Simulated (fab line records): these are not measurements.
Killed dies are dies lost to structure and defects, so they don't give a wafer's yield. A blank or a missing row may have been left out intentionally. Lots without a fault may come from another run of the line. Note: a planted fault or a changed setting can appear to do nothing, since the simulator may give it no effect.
Chamber matching -- flow n5_finfet -- 4 sister chambers for N5_BEOL_M4_DESCUM_16 on rie_diel-01
The step chemistry O2, time 7 s. 16 wafers are shown with their chamber, then 8 later ones without.

WAFERS, EACH WITH ITS CHAMBER
wafer,chamber,drypump_motor_current_A (A),showerhead_plenum_p_Torr (Torr),throttle_valve_pct (%)
L075.2,3,6.6,2.16,20.73
L075.5,0,5.9,1.99,20.19
L075.6,3,6.7,2.16,20.74
L077.1,1,6.2,2.14,20.69
L077.4,0,5.9,1.99,20.16
L077.5,1,6.2,2.14,20.69
L078.3,0,5.9,1.99,20.18
L078.4,1,6.2,2.14,20.70
L078.5,2,5.6,2.03,20.59
L082.2,0,5.9,1.98,20.19
L082.4,2,5.6,2.02,20.61
L082.5,2,5.6,2.02,20.62
L083.1,1,6.1,2.13,20.73
L083.4,2,5.6,2.02,20.62
L083.5,3,6.7,2.15,20.76
L085.2,0,5.9,1.98,20.22

SIGNATURES, as means of the wafers listed above
reading,chamber 0,chamber 1,chamber 2,chamber 3,scatter within a chamber
drypump_motor_current_A,5.900,6.175,5.600,6.667,0.0344
showerhead_plenum_p_Torr,1.9860,2.1375,2.0225,2.1567,0.0053
throttle_valve_pct,20.1880,20.7025,20.6100,20.7433,0.0183
Rule: a wafer lies at a distance from a chamber equal to the root of the sum of squares, over the readings, of (its reading less the chamber's mean, divided by the reading's scatter). If the next closest chamber is less than 2 further off than the closest, the wafer can't be placed; otherwise it belongs to the closest. The scatter is the square root of a quotient: the sum, over the shown wafers, of each reading's squared deviation from its chamber's mean, divided by wafers minus chambers.

WAFERS MISSING THEIR CHAMBER
wafer,drypump_motor_current_A (A),showerhead_plenum_p_Torr (Torr),throttle_valve_pct (%)
L085.3,5.6,2.02,20.61
L085.4,6.7,2.15,20.79
L087.1,6.2,2.13,20.74
L087.5,5.9,1.98,20.21
L087.6,6.6,2.15,20.79
L088.1,6.2,2.13,20.75
L088.2,5.9,1.98,20.21
L088.5,5.9,1.98,20.20

WHICH CHAMBER EACH WENT THROUGH
wafer,from the rows above,in truth
L085.3,2,2
L085.4,3,3
L087.1,1,1
L087.5,0,0
L087.6,3,3
L088.1,1,1
L088.2,0,0
L088.5,0,0
8 of 8 placed correctly. Can't be placed from these rows: 0. Wrongly placed: 0.
